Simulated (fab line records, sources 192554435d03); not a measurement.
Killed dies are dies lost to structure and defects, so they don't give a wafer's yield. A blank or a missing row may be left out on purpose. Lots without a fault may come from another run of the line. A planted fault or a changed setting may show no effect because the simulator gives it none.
fab line records | flow n5_finfet
record lots=5 wafers=14 last_day=16
route steps=1938 shown BEOL_M4@1099 BEOL_M5@1112 BEOL_M7@1323 BEOL_M15@1830 PASSIVATION@1936
lots that met no fault: from a run of the same line without faults
start_h: hours from the record's first day to the start of the lot's first wafer shown | wait_h: hours since the lot's step before | " the same as in the row above | L1.1+2: a row that stands for several wafers | - no value, or no start given | * or withheld: withheld | < > ~ a bound
route shown NAME@n: a module of which the file shows steps, and the number in the route of the first | usual: mean/standard deviation of fault-free wafers | same: alike in all rows | chamber/n: place in a boat | sites: the reading at each site | _std_site: their standard deviation | _edge_site: outer sites' mean less inner sites' | radius_mm: how far each site lies from the wafer's centre | mask NAME#n: copy n | behind: the tool/chamber that last shaped the wafer | hold: why the lot was held/for how many hours/how that ended | device: the transistor (n, p or np) that didn't switch | end of line: the same wafers' tests at the end of the route | a step without rows: its recipe alone | killed: dies lost to structure and defects at the first sort, not the wafer's yield | map: a wafer's dies, x killed, . not, _ none there
set.NAME: the setting as run; set.NAME@STEP: as run at that earlier step | model.NAME: the simulator's own value behind a step, which no gauge read
lots at some steps of the route; a table a step, a row a wafer
## steps
# step N5_BEOL_M4_ANNEAL_95
# recipe temp_c=400 time_s=240 ambient=vacuum
# step N5_BEOL_M4_SPUTTER_96
# recipe material=Cu target_thk_a=45 temp_c=-20 chamber_pressure_pa=0.07 power_w=withheld time_s=8.29
# step N5_BEOL_M4_ECD_50
# recipe material=Cu target_thk_a=3000
# step N5_BEOL_M4_ANNEAL_51
# recipe temp_c=225 time_s=90 ambient=N2
# step N5_BEOL_M4_CMP_52
# recipe stop_on=SiOC t_overpolish_s=6.8 down_force_psi=1 platen_rpm=50 clearing_platen_down_force_psi=1.5 clearing_platen_rpm=50 post_cmp_clean=cu_alkaline target_thk_nm=40 clearing_platen_pad_velocity_m_s=0.99484 pad_velocity_m_s=0.99484
# step N5_BEOL_M4_PRE_CLEAN_60
# recipe gas=NH3/H2 time_s=15 temp_c=* rf_power_w=300
# step N5_BEOL_M4_CO_CAP_55
# recipe material=Co target_thk_a=20 temp_c=200 precursor=CCTBA/H2 pressure_torr=30 time_s=102.1
# step N5_BEOL_M4_PRE_CLEAN_56
# recipe gas=NH3 time_s=15 temp_c=withheld rf_power_w=300
# step N5_BEOL_M4_DEP_57
# recipe material=SiCN target_thk_a=80 temp_c=withheld precursor=3MS/NH3 pressure_torr=3 rf_w=202 time_s=14
# step N5_BEOL_M4_RC_MEAS_101
# usual DIBL_N=36.8/2.2 DIBL_P=37.0/2.8 IOFF_N=0.18/0.043 IOFF_P=0.23/0.05 ION_N=680/14 ION_P=466/9.1 SS_N=71.7/0.74 SS_P=73.5/0.79 VT_N=248/4 VT_P=-249/4.1
# columns lot.wafer tool chamber start_h wait_h DIBL_N[mV/V] DIBL_P[mV/V] IOFF_N[nA/um] IOFF_P[nA/um] ION_N[uA/um] ION_P[uA/um] SS_N[mV/dec] SS_P[mV/dec] VT_N[mV] VT_P[mV]
L622.2 prober-01 0 197.31 0.2 36.7 38.5 0.20 0.21 691 466 71.5 73.7 244 -252
L622.4 " 0 " " 36.3 37.7 0.18 0.20 678 459 71.3 73.6 247 -249
L622.5 " 0 " " 33.0 34.5 0.13 0.16 678 454 70.8 72.5 251 -256
L623.2 prober-01 0 200.53 0.4 38.9 41.4 0.22 0.23 701 473 72.8 74.2 244 -252
L623.4 " 0 " " 35.7 38.3 0.15 0.18 676 453 71.7 73.8 252 -258
L623.5 " 0 " " 38.4 41.4 0.21 0.24 686 456 72.4 74.6 247 -253
L629.4 prober-02 0 231.03 0.5 39.8 39.9 0.21 0.29 688 476 71.2 74.4 246 -243
L629.6 " 0 " " 41.2 41.4 0.26 0.35 704 484 72.7 74.9 241 -240
L634.1 prober-01 0 253.26 0.0 31.9 30.1 0.09 0.16 634 451 70.6 73.1 260 -252
L634.2 " 0 " " 35.7 34.7 0.15 0.23 674 467 71.0 73.3 250 -249
L634.3 " 0 " " 36.2 35.9 0.16 0.24 673 468 71.7 73.4 249 -247
L640.2 prober-01 0 291.65 0.2 38.2 36.8 0.20 0.21 685 460 73.4 73.5 249 -253
L640.5 " 0 " " 39.9 39.7 0.23 0.27 689 469 73.1 74.4 244 -247
L640.6 " 0 " " 35.9 35.6 0.16 0.20 680 461 71.6 73.0 252 -253
# step N5_BEOL_M5_ILD_DEP_00
# recipe material=SiCOH_lowk target_thk_a=1406.4 temp_c=300 precursor=DEMS/porogen pressure_torr=5 rf_w=500 time_s=25.9
# step N5_BEOL_M5_CURE_79
# recipe temp_c=385 time_s=240 ambient=He/Ar material=SiCOH_lowk
# step N5_BEOL_M5_PECVD_70
# recipe material=SiO2 target_thk_a=160 temp_c=400 precursor=TEOS/O2 pressure_torr=5.5 rf_w=450 teos_flow_sccm=53.8 gas=O2 flow_sccm=3000 time_s=18
# step N5_BEOL_M5_HM_DEP_02
# recipe material=TiN target_thk_a=200 temp_c=25 chamber_pressure_pa=0.49996
# step N5_BEOL_M5_COAT_59
# recipe resist=SOC temp_c=250 time_s=60 spin_rpm=1500 resist_thk_nm=60
# step N5_BEOL_M5_COAT_60
# recipe resist=SiARC temp_c=220 time_s=60 spin_rpm=1500 resist_thk_nm=12
# step N5_BEOL_M5_COAT_71
# recipe resist=underlayer temp_c=205 time_s=60 spin_rpm=1500 resist_thk_nm=5
# step N5_BEOL_M5_COAT_05
# recipe resist=CAR-EUV spin_rpm=1500 resist_thk_nm=30
# step N5_BEOL_M5_EBR_07
# recipe solvent=PGMEA ebr_width_mm=1.5
# step N5_BEOL_M5_SOFTBAKE_06
# recipe temp_c=110 time_s=60 resist=CAR-EUV
# step N5_BEOL_M5_EXPOSE_08
# recipe mask_id=M5 na=0.33 source_shape=annular sigma_inner=0.4 sigma_outer=0.8 polarization=unpolarized target_cd_nm=28 dose_mj=35.75
# step N5_BEOL_M5_PEB_09
# recipe peb_temp_c=100 peb_time_s=60 resist=CAR-EUV
# step N5_BEOL_M5_DEVELOP_10
# recipe develop_time_s=30 developer=TMAH resist=CAR-EUV rinse_liquid=surfactant_rinse dry=air_spin dev_temp_c=23
# step N5_BEOL_M5_DESCUM_16
# recipe chemistry=O2 time_s=7 source_power_w=50 bias_power_w=20 pressure_mtorr=20 rf_frequency_hz=2.712e+07 temp_c=40 resist=CAR-EUV o2_flow_sccm=225
# step N5_BEOL_M5_ETCH_72
# recipe chemistry=N2/H2 target=underlayer target_depth_a=65 mask_material=CAR-EUV time_s=5.2 ion_energy_ev=200 pressure_mtorr=30 source_w=840 bias_w=150 n2_flow_sccm=200 h2_flow_sccm=200 ends=cleared
# step N5_BEOL_M5_ETCH_61
# recipe chemistry=CF4 target=SiARC target_depth_a=156 mask_material=CAR-EUV time_s=26 ion_energy_ev=80 pressure_mtorr=40 source_w=545 bias_w=36 Ar_flow_sccm=100 cf4_flow_sccm=100 ends=cleared
# step N5_BEOL_M5_ETCH_62
# recipe chemistry=N2/H2 target=SOC target_depth_a=750 overetch_a=150 mask_material=SiARC temp_c=40 time_s=112.5 ion_energy_ev=200 pressure_mtorr=30 source_w=840 bias_w=150 n2_flow_sccm=200 h2_flow_sccm=200
# step N5_BEOL_M5_STRIP_63
# recipe chemistry=N2/H2 temp_c=40 n2_flow_sccm=200 h2_flow_sccm=200 rf_frequency_hz=6e+07
# step N5_BEOL_M5_STRIP_73
# recipe chemistry=N2/H2 temp_c=40 n2_flow_sccm=200 h2_flow_sccm=200 rf_frequency_hz=6e+07
# step N5_BEOL_M5_STRIP_64
# recipe chemistry=CF4 resist=SiARC power_w=300 bias_power_w=75 pressure_mtorr=50 cf4_flow_sccm=150 rf_frequency_hz=6e+07
# step N5_BEOL_M5_HM_OPEN_17
# recipe chemistry=Cl2/BCl3 target_depth_a=200 overetch_a=60 target=TiN mask_material=SOC ion_energy_ev=150 pressure_mtorr=10 icp_w=1000 bias_w=126 Cl2_flow_sccm=53.25 bcl3_flow_sccm=21.75 Ar_flow_sccm=25
# step N5_BEOL_M5_STRIP_19
# recipe chemistry=O2 power_w=400 temp_c=40 pressure_mtorr=30 rf_frequency_hz=6e+07 bias_power_w=0 overash_fraction=0.2 o2_flow_sccm=225
# step N5_BEOL_M5_COAT_65
# recipe resist=SOC temp_c=250 time_s=60 spin_rpm=1500 resist_thk_nm=60
# step N5_BEOL_M5_COAT_66
# recipe resist=SiARC temp_c=220 time_s=60 spin_rpm=1500 resist_thk_nm=12
# step N5_BEOL_M7_SPUTTER_48
# recipe material=Cu target_thk_a=100 temp_c=-20 bias_v=60 power_w=26000 chamber_pressure_pa=0.13 time_s=1.667
# usual susceptor_temp_C=-19.99/0.1 throttle_valve_pct=30.7/1.4
# columns lot.wafer tool chamber start_h wait_h susceptor_temp_C throttle_valve_pct
L623.2 pvd_sputter-03 - 226.62 0.1 -19.90 30.9
L623.4 " - " " -20.06 28.0
L623.5 " - " " - 30.7
L622.2 pvd_sputter-03 - 226.70 0.2 -19.88 31.4
L622.4 " - " " -19.95 30.8
L622.5 " - " " - 30.9
L629.4 pvd_sputter-03 - 257.38 0.1 -19.94 30.9
L629.6 " - " " - 27.9
L634.1 pvd_sputter-01 - 281.23 0.1 -20.00 30.9
L634.2 " - " " -20.18 30.7
L634.3 " - " " -19.94 30.3
L640.2 pvd_sputter-03 - 321.51 0.2 -19.92 28.0
L640.5 " - " " -20.06 31.3
L640.6 " - " " -19.85 27.9
# step N5_BEOL_M15_RC_MEAS_101
# usual COMB_M10=1.44e-11/2.9e-12 COMB_M11=1.4e-11/3.1e-12 COMB_M12=6.4e-12/1.5e-12 COMB_M13=4.8e-12/1.1e-12 COMB_M14=3.6e-12/7.9e-13 COMB_M15=2.5e-12/5e-13 COMB_M5=3.5e-11/7.8e-12 COMB_M5_max_site=5e-11/1.1e-11 COMB_M6=2.4e-11/5e-12 COMB_M7=2.5e-11/5.6e-12 COMB_M8=2.6e-11/5e-12 COMB_M9=1.38e-11/2.9e-12 SERP_M10=3.07/0.11 SERP_M10_max_site=3.16/0.11 SERP_M11=3.12/0.14 SERP_M11_max_site=3.20/0.13 SERP_M12=0.643/0.023 SERP_M13=0.309/0.0081 SERP_M14=0.160/0.0055 SERP_M5=39.5/2.4 SERP_M6=13.9/0.67 SERP_M7=14.1/0.79 SERP_M7_max_site=14.6/0.85 SERP_M8=13.3/0.63 SERP_M9=3.15/0.12
# columns lot.wafer tool chamber start_h wait_h COMB_M10[S/m] COMB_M11[S/m] COMB_M12[S/m] COMB_M13[S/m] COMB_M14[S/m] COMB_M15[S/m] COMB_M5[S/m] COMB_M5_max_site[S/m] COMB_M6[S/m] COMB_M7[S/m] COMB_M8[S/m] COMB_M9[S/m] SERP_M10[ohm/um] SERP_M10_max_site[ohm/um] SERP_M11[ohm/um] SERP_M11_max_site[ohm/um] SERP_M12[ohm/um] SERP_M13[ohm/um] SERP_M14[ohm/um] SERP_M5[ohm/um] SERP_M6[ohm/um] SERP_M7[ohm/um] SERP_M7_max_site[ohm/um] SERP_M8[ohm/um] SERP_M9[ohm/um]
L622.2 prober-01 0 289.06 0.2 1.69e-11 1.4e-11 8.8e-12 6.5e-12 4.1e-12 2.7e-12 3.5e-11 4.9e-11 2.5e-11 2.5e-11 2.4e-11 1.55e-11 3.09 3.22 3.11 3.20 0.668 0.297 0.158 38.5 14.5 14.9 15.3 13.4 3.16
L622.4 " 0 " " 1.1e-11 1.5e-11 7.5e-12 5.4e-12 3.2e-12 2e-12 2.8e-11 3.8e-11 2.9e-11 2.4e-11 2.5e-11 1.32e-11 3.14 3.19 3.05 3.18 0.668 0.306 0.158 40.3 14.4 15.4 15.9 13.0 2.90
L622.5 " 0 " " 1.32e-11 1.5e-11 6.7e-12 5.4e-12 4e-12 2.3e-12 4e-11 7e-11 2.4e-11 2.7e-11 2.1e-11 1.8e-11 3.04 3.13 3.12 3.22 0.646 0.305 0.159 37.6 13.2 ~33333 ~33333 13.7 2.96
L623.2 prober-02 0 289.62 0.3 1.04e-11 1.4e-11 8.7e-12 5e-12 3.3e-12 3.2e-12 2.8e-11 3.9e-11 2.2e-11 2.4e-11 2.4e-11 1.77e-11 3.00 3.02 2.89 2.99 0.625 0.311 0.160 43.3 14.1 14.7 15.0 14.1 3.15
L623.4 " 0 " " 1e-11 1.3e-11 6.6e-12 5.3e-12 4.6e-12 3.3e-12 3.8e-11 6.4e-11 2.6e-11 2e-11 2.7e-11 1.46e-11 3.13 3.22 3.16 3.21 0.680 0.309 0.154 42.5 13.3 13.7 14.0 13.8 3.13
L623.5 " 0 " " 1.29e-11 1.2e-11 6.6e-12 4.3e-12 3.1e-12 3.4e-12 3.4e-11 3.8e-11 1.9e-11 3.3e-11 2.4e-11 1.8e-11 2.98 3.02 2.92 3.05 0.655 0.316 0.163 39.8 13.6 ~33333 ~33333 13.1 3.32
L629.4 prober-02 0 319.09 0.5 1.18e-11 1.6e-11 1.08e-11 4.3e-12 4.4e-12 2e-12 3.5e-11 5.4e-11 3.9e-11 3.1e-11 3e-11 1.61e-11 3.07 3.16 2.95 3.04 0.646 0.323 0.153 37.7 15.4 13.8 14.0 12.8 3.20
L629.6 " 0 " " 1.57e-11 1.5e-11 1.05e-11 3.7e-12 4.2e-12 3.4e-12 4e-11 6.7e-11 3.4e-11 3.1e-11 2.1e-11 1.31e-11 3.19 3.33 2.92 3.05 0.603 0.303 0.166 41.5 14.0 ~33333 ~33333 12.0 3.34
L634.1 prober-01 0 338.99 0.0 1.03e-11 9e-12 6.3e-12 6.3e-12 2.9e-12 2.7e-12 4.1e-11 5.6e-11 2.4e-11 1.8e-11 2.4e-11 1.36e-11 3.13 3.19 3.11 3.18 0.649 0.317 0.162 35.1 13.5 13.9 14.5 13.3 3.09
L634.2 " 0 " " 1.03e-11 1.2e-11 5.7e-12 4.5e-12 3.5e-12 2.1e-12 3.8e-11 4.7e-11 2.5e-11 1.9e-11 2.6e-11 9.8e-12 3.06 3.15 3.07 3.11 0.655 0.320 0.167 36.1 13.2 13.7 14.0 13.3 3.15
L634.3 " 0 " " 7.2e-12 8e-12 6.6e-12 5.2e-12 2.7e-12 2e-12 3.1e-11 4.4e-11 3.3e-11 2.8e-11 3.1e-11 1.05e-11 3.20 3.27 3.23 3.33 0.661 0.314 0.160 42.1 12.3 14.5 15.2 13.1 2.93
L640.2 prober-02 0 381.20 0.2 1.47e-11 1.6e-11 5.5e-12 5.6e-12 5.8e-12 3e-12 2.9e-11 5.9e-11 2.5e-11 3.3e-11 2.6e-11 1.73e-11 3.01 3.10 3.21 3.33 0.665 0.316 0.160 36.4 14.3 14.5 15.0 14.2 3.32
L640.5 " 0 " " 2.61e-11 9e-12 6.9e-12 5.5e-12 5.1e-12 3e-12 4.3e-11 5e-11 3e-11 3e-11 2.2e-11 2.2e-11 3.00 3.04 3.10 3.19 0.656 0.316 0.167 39.0 13.9 14.0 14.9 14.4 3.17
L640.6 " 0 " " 1.74e-11 1.5e-11 6.7e-12 4.7e-12 3.6e-12 2.2e-12 4.4e-11 5.7e-11 2.3e-11 3.7e-11 2.5e-11 1.94e-11 3.08 3.16 3.14 3.18 0.649 0.321 0.162 37.1 14.3 14.2 14.7 15.7 3.17
# sites SERP_M7 radius_mm=0,75,75,75,75,140,140,140,140
L622.2 15.2 15.3 15.1 14.9 15.0 14.0 14.4 14.3 14.1
L623.2 14.6 15.0 14.7 14.8 14.9 13.9 14.6 14.2 14.7
L629.4 13.9 13.8 14.0 13.9 13.9 13.2 13.6 13.8 13.4
L634.1 13.8 14.3 13.9 14.0 14.5 13.8 14.0 13.7 13.5
L640.2 13.9 13.9 14.7 14.0 13.9 14.5 15.0 14.7 14.5
# step N5_PASSIVATION_PROBE_49
# usual defect_limited_yield=91.4/1.5 killed_at_M0_to_M3=36/11 killed_at_M4_up=14/6 killed_at_contacts=11/6 killed_at_front_end=37/11 killed_at_other=4/3.4 killed_dies=102/18 killed_on_rim=13/3.5 killed_open=66/13 killed_short=34/7.8 sort_bin_5_function=5.0/0.97 sort_bin_6_memory=3.2/0.7 sort_bin_8_speed=0.0/0.38 sort_n_pass=1078/19 sort_yield_pct=91.3/1.6
# same gross_dies=1180 killed_at_back_side=0 sort_bin_4_leakage[%]=0
# columns lot.wafer tool chamber start_h wait_h defect_limited_yield[%] killed_at_M0_to_M3 killed_at_M4_up killed_at_contacts killed_at_front_end killed_at_other killed_dies killed_on_rim killed_open killed_short sort_bin_5_function[%] sort_bin_6_memory[%] sort_bin_8_speed[%] sort_n_pass sort_yield_pct[%]
L622.2 prober-02 - 306.45 0.1 93.6 18 6 20 26 6 76 8 46 28 4.2 1.6 0 1104 93.6
L622.4 prober-02 - 306.55 0.2 91.5 37 11 16 32 4 100 13 70 28 5.0 3.2 0 1080 91.5
L622.5 prober-02 - 306.60 0.2 67.5 29 298 15 34 7 383 53 62 40 20.0 11.7 0 797 67.5
L623.2 prober-01 - 307.66 0.1 91.1 24 10 18 45 8 105 14 75 27 5.1 3.6 0 1075 91.1
L623.4 prober-01 - 307.76 0.2 89.7 30 14 14 55 9 122 18 89 30 6.4 3.5 0 1058 89.7
L623.5 prober-01 - 307.81 0.2 68.2 24 296 13 40 2 375 60 66 39 19.4 12.1 0 805 68.2
L629.4 prober-01 - 332.32 0.2 91.1 50 9 8 37 1 105 13 70 31 4.7 3.6 0 1075 91.1
L629.6 prober-01 - 332.42 0.3 70.3 49 273 5 20 3 350 53 56 27 17.6 11.8 0 830 70.3
L634.1 prober-02 - 352.94 0.0 90.7 45 18 9 30 8 110 16 61 48 5.6 3.3 3.9 1024 86.8
L634.2 prober-02 - 352.99 0.1 91.1 35 17 10 37 6 105 13 67 38 5.4 3.2 0 1075 91.1
L634.3 prober-02 - 353.04 0.1 91.9 43 10 9 31 3 96 9 62 33 4.4 3.6 0 1084 91.9
L640.2 prober-01 - 395.12 0.1 91.5 21 9 23 45 2 100 13 68 31 4.8 3.4 0 1080 91.5
L640.5 prober-01 - 395.27 0.2 92.4 18 20 18 34 0 90 6 59 29 4.3 3.1 0 1090 92.4
L640.6 prober-01 - 395.32 0.3 88.1 49 17 13 60 1 140 12 88 47 7.2 4.4 0 1040 88.1
# killed by level:class
L622.2 MOL_CONTACT_COAG:geometric_particle:open=15 FIN_SAQP:geometric_particle:short=6 DUMMY_GATE:geometric_particle:open=6 BEOL_M0_SAQP:geometric_particle:short=6 MOL_CONTACT_COAG:geometric_particle:short=5 BEOL_M3:geometric_particle:open=4 BEOL_M0_SAQP:geometric_particle:open=3 BEOL_M1:geometric_particle:open=3
L622.4 MOL_CONTACT_COAG:geometric_particle:open=15 BEOL_M3:geometric_particle:open=14 BEOL_M0_SAQP:geometric_particle:open=7 BEOL_M1:geometric_particle:open=7 DUMMY_GATE:geometric_particle:open=5 GATE_CUT:geometric_particle:short=5 STARTING-WAFER:geometric_particle:open=5 STI_FIN_REVEAL:geometric_particle:open=4
L622.5 BEOL_M7:interface_void_opened=280 MOL_CONTACT_COAG:geometric_particle:open=12 GATE_CUT:geometric_particle:short=8 BEOL_M4:geometric_particle:open=8 BEOL_M0_SAQP:geometric_particle:open=7 BEOL_M0_SAQP:geometric_particle:short=7 STI_FIN_REVEAL:geometric_particle:open=6 STI_FIN_REVEAL:geometric_particle:short=5
L623.2 MOL_CONTACT_COAG:geometric_particle:open=13 FIN_SAQP:geometric_particle:open=11 STI_FIN_REVEAL:geometric_particle:open=11 BEOL_M2:geometric_particle:open=7 MOL_CONTACT_COAG:geometric_particle:short=4 BEOL_M0_SAQP:geometric_particle:short=4 BEOL_M3:geometric_particle:open=4 BEOL_M4:geometric_particle:open=4
L623.4 FIN_SAQP:geometric_particle:open=25 MOL_CONTACT_COAG:geometric_particle:open=12 BEOL_M3:geometric_particle:open=10 FIN_SAQP:geometric_particle:short=7 BEOL_M0_SAQP:geometric_particle:short=6 BEOL_M4:geometric_particle:open=6 BEOL_M2:geometric_particle:open=5 DUMMY_GATE:geometric_particle:open=4
L623.5 BEOL_M7:interface_void_opened=270 FIN_SAQP:geometric_particle:open=13 MOL_CONTACT_COAG:geometric_particle:open=11 BEOL_M4:geometric_particle:short=10 BEOL_M0_SAQP:geometric_particle:open=7 BEOL_M4:geometric_particle:open=5 FIN_SAQP:geometric_particle:short=4 DUMMY_GATE:geometric_particle:open=4
L629.4 BEOL_M1:geometric_particle:open=23 BEOL_M0_SAQP:geometric_particle:short=12 FIN_SAQP:geometric_particle:open=9 MOL_CONTACT_COAG:geometric_particle:open=8 BEOL_M0_SAQP:geometric_particle:open=8 GATE_CUT:geometric_particle:open=5 GATE_CUT:geometric_particle:short=5 STI_FIN_REVEAL:geometric_particle:open=3
L629.6 BEOL_M7:interface_void_opened=265 BEOL_M1:geometric_particle:open=13 BEOL_M0_SAQP:geometric_particle:open=11 BEOL_M0_SAQP:geometric_particle:short=8 FIN_SAQP:geometric_particle:open=6 STI_FIN_REVEAL:geometric_particle:open=5 BEOL_M3:geometric_particle:short=5 MOL_CONTACT_COAG:geometric_particle:open=4
L634.1 BEOL_M0_SAQP:geometric_particle:open=8 BEOL_M4:geometric_particle:open=8 BEOL_M3:geometric_particle:open=8 FIN_SAQP:geometric_particle:short=7 MOL_CONTACT_COAG:geometric_particle:open=7 BEOL_M0_SAQP:geometric_particle:short=7 STI_FIN_REVEAL:geometric_particle:open=6 BEOL_M2:geometric_particle:short=6
L634.2 BEOL_M0_SAQP:geometric_particle:short=11 STI_FIN_REVEAL:geometric_particle:open=10 MOL_CONTACT_COAG:geometric_particle:open=8 BEOL_M4:geometric_particle:open=8 BEOL_M0_SAQP:geometric_particle:open=7 BEOL_M3:geometric_particle:open=7 FIN_SAQP:geometric_particle:open=5 STI_FIN_REVEAL:geometric_particle:short=5
L634.3 BEOL_M0_SAQP:geometric_particle:open=12 FIN_SAQP:geometric_particle:short=10 FIN_SAQP:geometric_particle:open=8 MOL_CONTACT_COAG:geometric_particle:open=6 BEOL_M0_SAQP:geometric_particle:short=6 BEOL_M2:geometric_particle:open=6 BEOL_M3:geometric_particle:open=6 BEOL_M2:geometric_particle:short=5
L640.2 MOL_CONTACT_COAG:geometric_particle:open=18 STI_FIN_REVEAL:geometric_particle:open=15 BEOL_M0_SAQP:geometric_particle:short=9 DUMMY_GATE:geometric_particle:open=7 FIN_SAQP:geometric_particle:short=6 MOL_CONTACT_COAG:geometric_particle:short=5 BEOL_M0_SAQP:geometric_particle:open=4 BEOL_M2:geometric_particle:open=4
L640.5 MOL_CONTACT_COAG:geometric_particle:open=12 BEOL_M2:geometric_particle:open=7 BEOL_M4:geometric_particle:open=7 MOL_CONTACT_COAG:geometric_particle:short=6 BEOL_M3:geometric_particle:open=6 FIN_SAQP:geometric_particle:short=5 STI_FIN_REVEAL:geometric_particle:open=5 STI_FIN_REVEAL:geometric_particle:short=4
L640.6 STI_FIN_REVEAL:geometric_particle:open=14 BEOL_M0_SAQP:geometric_particle:open=13 BEOL_M0_SAQP:geometric_particle:short=11 MOL_CONTACT_COAG:geometric_particle:open=9 DUMMY_GATE:geometric_particle:open=8 BEOL_M3:geometric_particle:open=8 FIN_SAQP:geometric_particle:open=6 FIN_SAQP:geometric_particle:short=6
# map L622.5 (x killed, . not)
_________________x...x....x..________________
______________x......x....x.xx.._____________
___________.x..x....x..x...x..xx..x__________
__________...x..x..xx....xx..xxx..xx_________
________.xxxxxx...x.xx.x......x.xx...._______
_______....xxx.x.x..xx..xx...xx.xxx.x..______
______x...x........x....x...x.x..x.x...._____
_____x.x..xx..x....x..x.x........x...x...____
____.......xx........xx..x..xx.x....x.x.x.___
___x.xx..x.....xx......xx....xxx..xx...xx..__
___x...x....x.x.x....xxx.......x..xxxx...x.__
__...xx.x.....x.xxxx..x....x..x....x......x._
__.x.x...........x........x...xx...xx..xxx.._
_xx.x...x..x.x.x.......x..x.......x....x.xxxx
_.x.xx..x.xx.x.....xx......x.....x......x..x.
_....xxxxxxx..x....x....xx.....xx.x..xxx.xx..
_x...x........x..xx..xx.....x.x...x.x..xxx.x.
_.xx.......x.x.xxx....x.x..x....xx.....xx..xx
_x.x.....xx.x.x...x....xx.xxx.x..x...........
_x.x............x.x......xx.....xxx.xx.xx....
_......x.x....xx..x......x.x..xx.xx.x..x.x...
__.xxx.x...xx.x..x..x.xx.x..x...x...x.xx...x_
__.x.xxx..x......x.xxxxxx...xx.x..x..x......_
___x.....x.xx.x...x...x..x..x......x.....xx__
___x.xx.......x..xx...x.....xx.x..x..x...xx__
____x......x.x..........x.x..xx.x.x..x....___
_____x.xxx..x.x.x..x.....x.........x.x...____
______.....xx.x....x....x..xx...x.x.x.x._____
_______x..............x.......x....x.x.______
________x.xx..............xx.x..x...xx_______
__________...x.x.x.x......x........._________
___________...xx..x....xx..x...x...__________
______________x..x...........xx._____________
_________________.x...x...xx.________________
# map L623.5 (x killed, . not)
_________________.x.xx.x.x.x.________________
______________...xx.xx.x....x.xx_____________
___________.x.xx.x..x......x.xx.x..__________
__________..x..x.x..x..xx.x.....xx.._________
________.x.x............xxx.xx..xxxxx._______
_______x......x..xx....x.....x.x..xxx.x______
______...x....x......xx.xx.xxxx.......x._____
_____x.xxxx....xx.x......xx.x...x...x..x.____
____xx.........x.......x.x.xx...xx..x..xx.___
___.xxx.....x.x.x....x.x.....xxxx.x..x.xxxx__
___...x....x..xxx.x..x.xx.xx.....x.x....xx.__
__.xx...xxxx.xx..x.x.x...x.xx.....x.xx..x..._
__x.xx.....xx..x..........x...xxxx.........._
_.xx...xx..x.....x..xx..x....x.......xx.x....
_.x......x....x...........x....x.x.....x.....
_.x....x.x..x.xxx...x..x..........x..........
_.....x..x..x....x..x.........x..xx....x....x
_...xx...x...x.xx....x.xx.x...xx..x.x.xx...x.
_.x...x...x.x.xxx.xx....xx..x.x....x...x..xx.
_.................x...x.x.....x.x.x..x....x..
_........xx....xx..xx.x.xx......xx..x.......x
__.x.x...........x.xxxx..........x..x....x.._
__.xx........x........x..x.....xx.....x.xxx._
___.....x..x....x.x.......x........x.xxx...__
___x..xx.x..xx......x.x..x..xx......x....xx__
____x....x.xx..x......xxx..x...x..x...x..x___
_____x.xx...x...x..x...xx....xxx...x....x____
______xxx.x.x.x.....x.x.xxx.....x..xx..x_____
_______...x..x...xx....x.......xx.....x______
________x....x...x...........x..x.x..x_______
__________xx..x.......x...x..x....xx_________
___________...x.x...x....xxx.xx..xx__________
______________....xx...........x_____________
_________________..x.xxx...x.________________
## key
first_sign step=N5_BEOL_M15_RC_MEAS_101 reading=SERP_M7 direction=up sigmas=99+ usual=14.1 struck=~33333
effect step=N5_BEOL_M15_RC_MEAS_101 reading=SERP_M7_max_site direction=up sigmas=99+ usual=14.6 struck=~33333
effect step=N5_PASSIVATION_PROBE_49 reading=killed_at_M4_up direction=up sigmas=46 usual=14 struck=289
more_kills_born_at N5_BEOL_M7_SPUTTER_48@pvd_sputter-03=815
met_at N5_BEOL_M7_SPUTTER_48
struck_wafers L622.5,L623.5,L629.6
fault kind=process_parameter_drift tool=pvd_sputter-03 chamber=- onset_h=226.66 steps=N5_BEOL_M7_SPUTTER_48 channel=time_s offset=* shape=step end_h=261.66 scope=struck_wafers_only acts_in=* stated=*
